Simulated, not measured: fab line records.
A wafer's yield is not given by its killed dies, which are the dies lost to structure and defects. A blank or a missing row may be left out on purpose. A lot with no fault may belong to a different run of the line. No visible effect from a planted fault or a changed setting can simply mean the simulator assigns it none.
fab line records ; flow nandHarc
[record] lots = 14; wafers = 42; lastDay = 34
route steps=1302 shown A_STAIRCASE@712
lots that met no fault: taken from a fault-free run of the same line
startH: start of the lot's first displayed wafer, in hours after the record's first day ; waitH: how many hours have passed since the lot's step before this one ; " as in the row above ; L1.1+2: a single row standing in for several wafers ; - no value, or no start given ; * or withheld: withheld ; < > ~ a bound
route shown NAME@n: NAME is a module with steps in the file, n the number in the route of the first one ; usual: average and standard deviation across the fault-free wafers ; same: alike in all rows ; chamber/n: place in a boat ; sites: per-site readings ; _std_site: how widely they spread, as a standard deviation ; _edge_site: inner sites' mean taken away from outer sites' mean ; radiusMm: how far each site lies from the wafer's centre ; mask NAME#n: copy n ; behind: the last tool/chamber to shape the wafer ; hold: why the lot was held/for how many hours/how that ended ; device: the n, p or np transistor that did not switch ; end of line: the tests these same wafers got at the end of their route ; step lacking rows: just its recipe ; killed: dies that structure and defects cost at the first sort, which is not the same as the wafer's yield ; map: per-die view of a wafer (x killed, . not killed, _ where there is no die)
set.NAME: the setting that was run; set.NAME@STEP: the one run at that earlier step ; model.NAME: the simulator's own value behind a step, which no gauge read
a sample of lots followed through the steps of the route, with each step as a table and each wafer as a row
services: from which hour (startH, from the record's first day; less than 0 if before it) a tool's chamber was out of use, for how many hours, and why
[[steps]]
[step NHARC_A_STAIRCASE_TRIM_198]
[recipe] timeS = 211.2; o2FlowSccm = 500; arFlowSccm = 0; biasW = 0; chemistry = O2
[usual] drypumpMotorCurrentA = 5.7/0.5; oesProductAu = 1.006/0.013; rfVppV = 57.8/0.89; showerheadPlenumPTorr = 3.54/0.16; throttleValvePct = 17.036/0.009
lot.wafer;tool;chamber;startH;waitH;drypumpMotorCurrentA;oesProductAu;rfHoursCounterH;rfVppV;showerheadPlenumPTorr;throttleValvePct
L417.2;rieDiel-05;1;-;-;5.3;0.999;44;56.1;3.39;17.028
L417.4;rieDiel-05;1;-;-;5.3;1.018;-;57.3;3.39;17.040
L417.5;rieDiel-05;0;-;-;5.4;0.992;-;58.1;3.59;17.044
L419.3;rieDiel-05;1;-;-;5.3;1.022;50;56.5;3.39;17.027
L419.2;rieDiel-05;2;-;-;6.7;1.001;54;57.3;3.48;17.035
L419.1;rieDiel-05;3;-;-;5.3;0.984;47;57.7;3.39;17.037
L421.4;rieDiel-09;0;-;-;6.0;0.998;20;56.4;3.37;17.033
L421.2;rieDiel-09;2;-;-;6.1;0.985;23;56.8;3.76;17.048
L421.6;rieDiel-09;0;-;-;6.0;1.003;-;56.9;3.37;17.062
L423.2;rieDiel-12;3;-;-;5.1;1.008;37;57.2;3.36;17.030
L423.1;rieDiel-12;0;-;-;6.1;0.983;47;58.4;3.72;17.035
L423.6;rieDiel-12;1;-;-;5.2;1.013;-;57.8;3.78;17.047
L424.3;rieDiel-09;2;-;-;6.1;0.975;37;57.4;3.75;17.049
L424.4;rieDiel-09;3;-;-;5.7;1.008;33;57.7;3.55;17.029
L424.1;rieDiel-09;0;-;-;6.0;1.015;33;56.9;3.37;17.040
L425.4;rieDiel-12;1;-;-;5.2;1.008;55;56.9;3.78;17.041
L425.6;rieDiel-12;0;-;-;6.1;0.997;-;58.0;3.72;17.051
L425.5;rieDiel-12;1;-;-;5.2;1.017;-;58.4;3.78;17.027
L428.4;rieDiel-05;1;-;-;5.3;0.985;20;59.2;3.37;17.030
L428.3;rieDiel-05;0;-;-;5.4;1.006;20;57.3;3.57;17.029
L428.5;rieDiel-05;2;-;-;6.7;1.002;-;57.9;3.47;17.045
L427.2;rieDiel-05;2;-;-;6.7;1.014;14;57.3;3.47;17.028
L427.6;rieDiel-05;2;-;-;6.7;1.007;-;58.4;3.47;17.040
L427.5;rieDiel-05;3;-;-;5.3;0.991;-;56.7;3.38;17.038
L429.3;rieDiel-12;2;-;-;5.6;1.017;9;59.0;3.59;17.054
L429.1;rieDiel-12;3;-;-;5.1;1.027;11;57.7;3.35;17.049
L429.6;rieDiel-12;3;-;-;5.1;1.026;-;57.5;3.35;17.041
L431.4;rieDiel-09;1;-;-;6.2;1.005;3;58.3;3.71;17.026
L431.3;rieDiel-09;2;-;-;6.1;0.996;3;57.6;3.74;17.039
L431.1;rieDiel-09;3;-;-;5.8;0.995;4;56.5;3.54;17.043
L436.3;rieDiel-12;2;-;-;5.7;1.014;27;58.5;3.57;17.035
L436.4;rieDiel-12;3;-;-;5.1;1.013;-;57.5;3.34;17.044
L436.5;rieDiel-12;1;-;-;5.2;1.032;-;59.8;3.76;17.039
L439.2;rieDiel-12;0;-;-;6.1;1.021;28;57.7;3.70;17.046
L439.1;rieDiel-12;2;-;-;5.7;1.014;34;57.6;3.57;17.031
L439.5;rieDiel-12;1;-;-;5.1;1.011;-;58.7;3.75;17.039
L438.4;rieDiel-05;2;-;-;6.7;1.008;51;58.4;3.45;17.036
L438.5;rieDiel-05;0;-;-;5.4;0.995;-;58.0;3.55;17.049
L438.6;rieDiel-05;1;-;-;5.3;0.984;-;56.5;3.35;17.029
L440.2;rieDiel-05;1;-;-;5.3;1.002;1;57.3;3.35;17.049
L440.4;rieDiel-05;1;-;-;5.3;1.009;-;57.5;3.35;17.036
L440.6;rieDiel-05;2;-;-;6.7;1.006;-;58.7;3.45;17.016
[step NHARC_A_STAIRCASE_ETCH_199]
[recipe] targetDepthA = 1000; timeS = 40.5; ionEnergyEv = 400; c4f8FlowSccm = 20; o2FlowSccm = 10; arFlowSccm = withheld; rfW = 600; biasW = 1000; chemistry = C4F8/O2
[usual] oesProductAu = 0.948/0.013; rfVppV = 896/5.7
lot.wafer;tool;chamber;startH;waitH;oesProductAu;rfHoursCounterH;rfVppV
L417.2;rieDiel-05;2;-;-;0.959;46;894
L417.5;rieDiel-05;0;-;-;0.950;-;898
L417.4;rieDiel-05;1;-;-;0.959;-;890
L419.2;rieDiel-05;1;-;-;0.947;50;890
L419.1;rieDiel-05;2;-;-;0.935;54;894
L419.3;rieDiel-05;3;-;-;0.927;47;890
L421.2;rieDiel-09;2;-;-;0.924;23;905
L421.4;rieDiel-09;3;-;-;0.930;18;898
L421.6;rieDiel-09;2;-;-;0.916;-;903
L423.2;rieDiel-12;3;-;-;0.954;37;890
L423.1;rieDiel-12;0;-;-;0.938;47;903
L423.6;rieDiel-12;3;-;-;0.947;-;889
L424.1;rieDiel-09;0;-;-;0.961;33;890
L424.4;rieDiel-09;1;-;-;0.961;36;901
L424.3;rieDiel-09;2;-;-;0.938;37;904
L425.4;rieDiel-12;1;-;-;0.949;55;906
L425.6;rieDiel-12;1;-;-;0.951;-;904
L425.5;rieDiel-12;2;-;-;0.964;-;897
L428.3;rieDiel-05;1;-;-;0.909;20;890
L428.4;rieDiel-05;2;-;-;0.935;14;894
L428.5;rieDiel-05;2;-;-;0.943;-;893
L427.2;rieDiel-05;3;-;-;0.921;19;891
L427.6;rieDiel-05;2;-;-;0.949;-;894
L427.5;rieDiel-05;3;-;-;0.924;-;890
L429.1;rieDiel-12;0;-;-;0.965;11;902
L429.3;rieDiel-12;1;-;-;0.970;10;905
L429.6;rieDiel-12;3;-;-;0.956;-;889
L431.4;rieDiel-09;3;-;-;0.929;4;898
L431.1;rieDiel-09;1;-;-;0.937;3;902
L431.3;rieDiel-09;2;-;-;0.932;3;902
L436.3;rieDiel-12;2;-;-;0.949;27;897
L436.4;rieDiel-12;1;-;-;0.957;-;904
L436.5;rieDiel-12;2;-;-;0.945;-;899
L439.1;rieDiel-12;1;-;-;0.948;33;905
L439.2;rieDiel-12;0;-;-;0.941;28;903
L439.5;rieDiel-12;1;-;-;0.941;-;904
L438.4;rieDiel-05;0;-;-;0.939;60;897
L438.5;rieDiel-05;3;-;-;0.946;-;890
L438.6;rieDiel-05;0;-;-;0.935;-;897
L440.2;rieDiel-05;3;-;-;0.959;1;890
L440.6;rieDiel-05;3;-;-;0.955;-;891
L440.4;rieDiel-05;2;-;-;0.954;-;893
[step NHARC_A_STAIRCASE_DEVELOP_216]
[recipe] timeS = 140
[usual] chillPlateTempC = 23.00/0.12; exhaustPa = 45.1/1
lot.wafer;tool;chamber;startH;waitH;chillPlateTempC;exhaustPa
L417.2;lithoTrack-03;0;359;-;23.05;46.2
L417.4;lithoTrack-03;0;359;-;22.92;47.0
L417.5;lithoTrack-03;0;359;-;23.18;47.1
L419.1;lithoTrack-03;0;383;-;23.01;47.0
L419.2;lithoTrack-03;0;383;-;23.00;46.9
L419.3;lithoTrack-03;0;383;-;23.09;47.1
L421.2;lithoTrack-03;0;393;-;23.05;44.2
L421.4;lithoTrack-03;0;393;-;22.94;44.1
L421.6;lithoTrack-03;0;393;-;22.84;44.2
L423.1;lithoTrack-07;0;416;-;22.98;44.7
L423.2;lithoTrack-07;0;416;-;23.02;44.6
L423.6;lithoTrack-07;0;416;-;22.94;46.0
L424.1;lithoTrack-03;0;427;-;22.98;45.0
L424.3;lithoTrack-03;0;427;-;23.14;42.5
L424.4;lithoTrack-03;0;427;-;23.08;44.8
L425.4;lithoTrack-03;0;435;-;22.86;46.8
L425.5;lithoTrack-03;0;435;-;22.90;45.6
L425.6;lithoTrack-03;0;435;-;23.03;45.5
L428.3;lithoTrack-03;0;463;-;23.17;45.6
L428.4;lithoTrack-03;0;463;-;22.99;44.6
L428.5;lithoTrack-03;0;463;-;23.24;45.6
L427.2;lithoTrack-05;0;463;-;23.11;45.7
L427.5;lithoTrack-05;0;463;-;23.10;45.1
L427.6;lithoTrack-05;0;463;-;23.14;45.0
L429.1;lithoTrack-03;0;490;-;23.00;46.2
L429.3;lithoTrack-03;0;490;-;22.99;45.6
L429.6;lithoTrack-03;0;490;-;23.11;45.8
L431.1;lithoTrack-05;0;515;-;22.93;44.5
L431.3;lithoTrack-05;0;515;-;22.74;43.5
L431.4;lithoTrack-05;0;515;-;22.81;43.5
L436.3;lithoTrack-07;0;550;-;22.85;43.9
L436.4;lithoTrack-07;0;550;-;22.86;44.1
L436.5;lithoTrack-07;0;550;-;22.93;44.9
L439.1;lithoTrack-03;-;575;-;-;-
L439.2;lithoTrack-03;-;575;-;-;-
L439.5;lithoTrack-03;-;575;-;-;-
L438.4;lithoTrack-03;-;584;-;-;-
L438.5;lithoTrack-03;-;584;-;-;-
L438.6;lithoTrack-03;-;584;-;-;-
L440.2;lithoTrack-03;0;602;-;23.06;45.1
L440.4;lithoTrack-03;0;602;-;22.90;46.3
L440.6;lithoTrack-03;0;602;-;23.03;44.6
[step NHARC_A_STAIRCASE_TRIM_226]
[recipe] timeS = 211.2; o2FlowSccm = 500; arFlowSccm = 0; biasW = 0; chemistry = O2
[usual] drypumpMotorCurrentA = 5.7/0.49; oesProductAu = 1.004/0.013; rfVppV = 57.9/0.94; showerheadPlenumPTorr = 3.55/0.16; throttleValvePct = 17.037/0.0095
lot.wafer;tool;chamber;startH;waitH;drypumpMotorCurrentA;oesProductAu;rfHoursCounterH;rfVppV;showerheadPlenumPTorr;throttleValvePct
L417.2;rieDiel-09;2;-;-;6.1;0.975;11;59.9;3.77;17.031
L417.4;rieDiel-09;3;-;-;5.8;1.012;11;58.1;3.57;17.041
L417.5;rieDiel-09;1;-;-;6.2;1.006;-;58.9;3.74;17.041
L419.1;rieDiel-09;0;-;-;6.0;1.003;19;57.2;3.38;17.043
L419.3;rieDiel-09;1;-;-;6.2;1.002;23;58.6;3.73;17.021
L419.2;rieDiel-09;2;-;-;6.1;0.972;22;59.5;3.76;17.017
L421.2;rieDiel-12;2;-;-;5.7;1.020;38;59.0;3.60;17.030
L421.4;rieDiel-12;0;-;-;6.1;1.001;41;57.5;3.73;17.045
L421.6;rieDiel-12;3;-;-;5.1;1.014;-;56.9;3.36;17.035
L423.2;rieDiel-05;0;-;-;5.4;1.005;5;59.3;3.58;17.041
L423.1;rieDiel-05;1;-;-;5.3;1.003;5;60.0;3.38;17.031
L423.6;rieDiel-05;2;-;-;6.8;1.012;-;57.6;3.48;17.029
L424.1;rieDiel-12;2;-;-;5.7;1.026;50;57.3;3.59;17.036
L424.4;rieDiel-12;3;-;-;5.1;1.019;41;57.8;3.35;17.042
L424.3;rieDiel-12;0;-;-;6.1;0.994;52;58.6;3.72;17.050
L425.4;rieDiel-05;2;-;-;6.8;1.007;3;57.0;3.48;17.030
L425.6;rieDiel-05;3;-;-;5.3;0.995;-;58.9;3.39;17.038
L425.5;rieDiel-05;0;-;-;5.4;1.021;-;56.6;3.58;17.028
L428.4;rieDiel-12;2;-;-;5.6;0.996;4;57.3;3.59;17.045
L428.3;rieDiel-12;0;-;-;6.1;1.010;6;58.3;3.71;17.053
L428.5;rieDiel-12;1;-;-;5.2;1.019;-;59.8;3.77;17.047
L427.2;rieDiel-05;3;-;-;5.3;0.987;21;56.4;3.38;17.060
L427.5;rieDiel-05;3;-;-;5.3;0.995;-;57.6;3.38;17.046
L427.6;rieDiel-05;0;-;-;5.4;1.016;-;57.3;3.57;17.027
L429.1;rieDiel-12;3;-;-;5.1;1.018;12;57.3;3.35;17.037
L429.3;rieDiel-12;0;-;-;6.2;1.023;12;57.8;3.71;17.034
L429.6;rieDiel-12;2;-;-;5.7;1.009;-;56.9;3.58;17.019
L431.1;rieDiel-05;1;-;-;5.3;0.985;39;58.1;3.36;17.033
L431.4;rieDiel-05;2;-;-;6.8;1.022;29;56.7;3.46;17.031
L431.3;rieDiel-05;0;-;-;5.4;1.002;38;57.3;3.56;17.022
L436.3;rieDiel-09;0;-;-;6.0;1.002;21;57.8;3.34;17.043
L436.4;rieDiel-09;1;-;-;6.2;0.993;23;57.7;3.69;17.044
L436.5;rieDiel-09;3;-;-;5.8;0.989;-;56.5;3.53;17.037
L439.2;rieDiel-05;3;-;-;5.3;1.007;53;58.5;3.36;17.030
L439.1;rieDiel-05;0;-;-;5.4;0.999;59;57.7;3.55;17.027
L439.5;rieDiel-05;2;-;-;6.7;1.005;-;56.3;3.45;17.049
L438.4;rieDiel-09;3;-;-;5.8;0.982;30;58.5;3.52;17.037
L438.6;rieDiel-09;3;-;-;5.8;0.984;-;57.7;3.52;17.040
L438.5;rieDiel-09;0;-;-;6.0;1.022;-;58.0;3.34;17.019
L440.2;rieDiel-05;3;-;-;5.2;1.001;2;57.3;3.36;17.029
L440.6;rieDiel-05;2;-;-;6.7;1.010;-;56.2;3.45;17.027
L440.4;rieDiel-05;3;-;-;5.3;0.993;-;57.5;3.36;17.027
[[services]]
tool;chamber;startH;hours;kind
rieDiel-05;0;337.18;-;clean
rieDiel-05;1;337.18;-;clean
rieDiel-05;2;337.18;-;clean
rieDiel-05;3;337.18;-;clean
rieDiel-12;3;338.90;21.6;repair
rieDiel-05;3;343.92;16.0;repair
rieDiel-05;0;361.68;-;clean
rieDiel-09;3;369.41;2.4;repair
rieDiel-05;-;406.60;9.0;pm
lithoTrack-07;-;426.00;7.0;pm
rieDiel-09;2;436.62;4.4;repair
rieDiel-12;-;446.93;9.0;pm
lithoTrack-03;-;450.00;7.0;pm
lithoTrack-05;-;474.01;7.0;pm
rieDiel-12;0;476.15;8.5;repair
rieDiel-09;-;497.12;9.0;pm
rieDiel-05;1;526.54;6.4;repair
rieDiel-05;-;541.85;0.6;repair
rieDiel-09;3;542.58;2.1;repair
rieDiel-05;-;544.38;0.7;repair
rieDiel-12;-;551.43;0.1;repair
rieDiel-05;-;583.60;9.0;pm
rieDiel-05;0;598.63;27.0;repair
lithoTrack-07;-;601.00;7.0;pm
[[key]]
[firstSign] step = NHARC_A_STAIRCASE_DEVELOP_216; reading = toolRecord; direction = missing
effect none on later readings
metAt NHARC_A_STAIRCASE_DEVELOP_216
struckLots L438,L439
laterRowsLeftOut L438.4,L438.5,L438.6,L439.1,L439.2,L439.5
sortLeftOut L438.4,L438.5,L438.6,L439.1,L439.2,L439.5
testerLeftOut L438,L439
notActingAt NHARC_A_STAIRCASE_TRIM_198,NHARC_A_STAIRCASE_ETCH_199,NHARC_A_STAIRCASE_TRIM_226
onsetBetween 490 575
[fault] kind = skippedStepWhole; tool = lithoTrack-03; chamber = -; onsetH = 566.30; steps = NHARC_A_STAIRCASE_DEVELOP_216; scope = struckLotsOnly
// testerLeftOut: of these lots the tester's yield and bins aren't shown, on N5 and GAA mostly nor the transistor test; their killed dies are dies lost to structure and defects alone, not to doping, threshold or leakage, so they don't give the yield
// sortLeftOut: the simulated sort isn't trusted on such a fault, so these wafers' sort isn't shown, and their yield isn't known
// laterRowsLeftOut: the simulator's readings of these wafers behind a module that went badly wrong aren't trusted and aren't shown, but for the sort
